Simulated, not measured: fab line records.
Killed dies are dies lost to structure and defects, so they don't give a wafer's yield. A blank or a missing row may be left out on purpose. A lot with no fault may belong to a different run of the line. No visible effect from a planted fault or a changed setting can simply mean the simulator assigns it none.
Chamber matching || flow nandHarc || rieDiel-01 running NHARC_A_STAIRCASE_DESCUM_11: 3 sister chambers
The step chemistry O2, time 3 s. 14 wafers are shown with their chamber, then 4 later ones without.

## WAFERS PAIRED WITH THEIR CHAMBERS
{"wafer": "L076.1", "chamber": 3, "drypumpMotorCurrentA (A)": 5.8, "showerheadPlenumPTorr (Torr)": 1.90, "oesProductAu (a.u.)": 0.993}
{"wafer": "L076.2", "chamber": 1, "drypumpMotorCurrentA (A)": 5.9, "showerheadPlenumPTorr (Torr)": 1.79, "oesProductAu (a.u.)": 0.987}
{"wafer": "L076.5", "chamber": 0, "drypumpMotorCurrentA (A)": 6.4, "showerheadPlenumPTorr (Torr)": 1.99, "oesProductAu (a.u.)": 1.005}
{"wafer": "L077.3", "chamber": 1, "drypumpMotorCurrentA (A)": 5.9, "showerheadPlenumPTorr (Torr)": 1.79, "oesProductAu (a.u.)": 0.981}
{"wafer": "L077.4", "chamber": 0, "drypumpMotorCurrentA (A)": 6.4, "showerheadPlenumPTorr (Torr)": 1.99, "oesProductAu (a.u.)": 0.996}
{"wafer": "L077.5", "chamber": 1, "drypumpMotorCurrentA (A)": 5.9, "showerheadPlenumPTorr (Torr)": 1.79, "oesProductAu (a.u.)": 0.994}
{"wafer": "L079.1", "chamber": 1, "drypumpMotorCurrentA (A)": 6.0, "showerheadPlenumPTorr (Torr)": 1.78, "oesProductAu (a.u.)": 0.978}
{"wafer": "L079.4", "chamber": 3, "drypumpMotorCurrentA (A)": 5.8, "showerheadPlenumPTorr (Torr)": 1.90, "oesProductAu (a.u.)": 1.009}
{"wafer": "L079.6", "chamber": 0, "drypumpMotorCurrentA (A)": 6.4, "showerheadPlenumPTorr (Torr)": 1.99, "oesProductAu (a.u.)": 1.004}
{"wafer": "L083.3", "chamber": 0, "drypumpMotorCurrentA (A)": 6.4, "showerheadPlenumPTorr (Torr)": 1.98, "oesProductAu (a.u.)": 0.997}
{"wafer": "L083.4", "chamber": 3, "drypumpMotorCurrentA (A)": 5.8, "showerheadPlenumPTorr (Torr)": 1.90, "oesProductAu (a.u.)": 0.993}
{"wafer": "L083.6", "chamber": 1, "drypumpMotorCurrentA (A)": 5.9, "showerheadPlenumPTorr (Torr)": 1.78, "oesProductAu (a.u.)": 0.995}
{"wafer": "L085.1", "chamber": 3, "drypumpMotorCurrentA (A)": 5.8, "showerheadPlenumPTorr (Torr)": 1.89, "oesProductAu (a.u.)": 0.998}
{"wafer": "L085.3", "chamber": 1, "drypumpMotorCurrentA (A)": 5.9, "showerheadPlenumPTorr (Torr)": 1.78, "oesProductAu (a.u.)": 0.984}

SIGNATURES (means of the wafers above)
{"reading": "drypumpMotorCurrentA", "chamber 0": 6.400, "chamber 1": 5.917, "chamber 3": 5.800, "scatter within a chamber": 0.0275}
{"reading": "showerheadPlenumPTorr", "chamber 0": 1.9875, "chamber 1": 1.7850, "chamber 3": 1.8975, "scatter within a chamber": 0.00522}
{"reading": "oesProductAu", "chamber 0": 1.00050, "chamber 1": 0.98650, "chamber 3": 0.99825, "scatter within a chamber": 0.00656}
Rule: a wafer lies at a distance from a chamber equal to the root of the sum of squares, over the readings, of (its reading less the chamber's mean, divided by the reading's scatter). The wafer belongs to the nearest chamber; if the next one is less than 2 further off, it can't be placed. How the scatter is found: for the shown wafers, subtract from each reading the mean of its chamber, square and add these, divide the total by (wafers less chambers), then take the root.

## WAFERS WHOSE CHAMBER IS MISSING
{"wafer": "L085.4", "drypumpMotorCurrentA (A)": 6.4, "showerheadPlenumPTorr (Torr)": 1.98, "oesProductAu (a.u.)": 1.000}
{"wafer": "L090.1", "drypumpMotorCurrentA (A)": 6.0, "showerheadPlenumPTorr (Torr)": 2.08, "oesProductAu (a.u.)": 0.998}
{"wafer": "L090.4", "drypumpMotorCurrentA (A)": 6.0, "showerheadPlenumPTorr (Torr)": 2.08, "oesProductAu (a.u.)": 1.008}
{"wafer": "L095.2", "drypumpMotorCurrentA (A)": 6.0, "showerheadPlenumPTorr (Torr)": 2.07, "oesProductAu (a.u.)": 1.001}

## CHAMBER TAKEN BY EACH
{"wafer": "L085.4", "from the rows above": 0, "in truth": 0}
{"wafer": "L090.1", "from the rows above": 0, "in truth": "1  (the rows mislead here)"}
{"wafer": "L090.4", "from the rows above": 0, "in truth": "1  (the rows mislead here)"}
{"wafer": "L095.2", "from the rows above": 0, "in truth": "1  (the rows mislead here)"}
1 of 4 placed correctly. Left unplaced by these rows: 0. Wrongly placed: 3.
